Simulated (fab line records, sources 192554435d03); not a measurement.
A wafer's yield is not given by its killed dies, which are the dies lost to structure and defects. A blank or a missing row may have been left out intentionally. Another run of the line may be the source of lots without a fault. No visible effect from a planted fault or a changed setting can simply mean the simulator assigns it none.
A struck lot beside a sound one || flow n5Finfet || 16 out of 1938 route steps
Sound: these wafers, L564.1, L564.2, L564.5. Struck: wafers L576.1, L576.3, L576.5. The cause is given at the end.
Per side, at each step with rows, come the tool, then ch with its chambers, and then its first start. Under that, the readings that differ: sound wafers || struck wafers || difference of the means || sigmas: that difference in standard deviations of wafers without a fault.
alike: a reading whose means differ by less than 2 such deviations, as well as words and numbers matching on both sides. not compared: withheld readings; readings where some wafer has no value; bounds like >300 that might hide an equal value; numbers whose values overlap and for which the record gives no deviation.
Wherever a step has rows on one side only, a row that says differs or no value, or a row with sigmas, the two part there. Non-overlapping numbers with no deviation appear without sigmas and do not part them. Lack of a reading on every wafer of one side parts them only where that side has two or more wafers.

N5_WELL_APT_OVL_MEAS_09:
  sound on overlay-02 ch 0, day 2 01:48; struck on overlay-02 ch 0, day 5 01:43
  alike: NWELL_OVL
N5_WELL_APT_INSPECT_10: inspects for defects (macro).
  sound on defectInspect-01, day 2 01:50; struck on defectInspect-01, day 5 01:44
  alike: rawDefectCount
N5_WELL_APT_DESCUM_13: chemistry O2, time 7.9 s.
  sound on rieDiel-01 ch 0,1,2, day 2 01:54; struck on rieDiel-03 ch 0,2,3, day 5 01:59
  alike: drypumpMotorCurrentA, oesProductAu, rfVppV, showerheadPlenumPTorr, throttleValvePct
  not compared: rfHoursCounterH
then, 9 steps without rows for these wafers: N5_WELL_APT_IMPLANT_14; N5_WELL_APT_IMPLANT_15; N5_WELL_APT_STRIP_16 (strips in SPM, time 900 s); N5_WELL_APT_HMDS_18 (time 60 s); N5_WELL_APT_COAT_19 (resist thk 950 nm); N5_WELL_APT_EBR_21; N5_WELL_APT_SOFTBAKE_20 (time 60 s); N5_WELL_APT_EXPOSE_22 (exposes mask PWELL, defocus 0 nm, target cd 200 nm); N5_WELL_APT_PEB_23 (peb time 90 s).
N5_WELL_APT_DEVELOP_24: develop time 45 s.
  sound on lithoTrack-02 ch 0, day 2 02:49; struck on lithoTrack-04 ch 0, day 5 02:55
  alike: exhaustPa
  not compared: model.WELL_APT.cdNm
then, 1 step without rows for these wafers: N5_WELL_APT_HARDBAKE_29 (time 120 s).
-- a jump in the record: the struck wafers' starts before and after are 6 days apart (it breaks off in module WELL_APT and resumes in module BEOL_M4, where the first step shown is number 1111 of the route) --
N5_BEOL_M4_RC_MEAS_101:
  sound on prober-01 ch 0, day 8 18:43; struck on prober-01 ch 0, day 11 14:19
{"reading": "DIBL_P (mV/V)", "sound": "41.5 41.4 41.1", "struck": "33.8 37.0 37.9", "difference": -5.1, "sigmas": -2}
  alike: DIBL_N, IOFF_N, IOFF_P, ION_N, ION_P, SS_N, SS_P, VT_N, VT_P
-- record jumps: 4 days separate the struck wafers' starts on either side; left off in module BEOL_M4, taken up again in module PASSIVATION, whose first shown step is the route's number 1936 --
N5_PASSIVATION_PROBE_49:
  rows exist in the record for the struck wafers here (prober-01, day 15 14:26), but not for the sound ones

WHERE THEY PART
First at N5_BEOL_M4_RC_MEAS_101; last, within this record, at N5_PASSIVATION_PROBE_49.

WHY: what had been put in by the simulator
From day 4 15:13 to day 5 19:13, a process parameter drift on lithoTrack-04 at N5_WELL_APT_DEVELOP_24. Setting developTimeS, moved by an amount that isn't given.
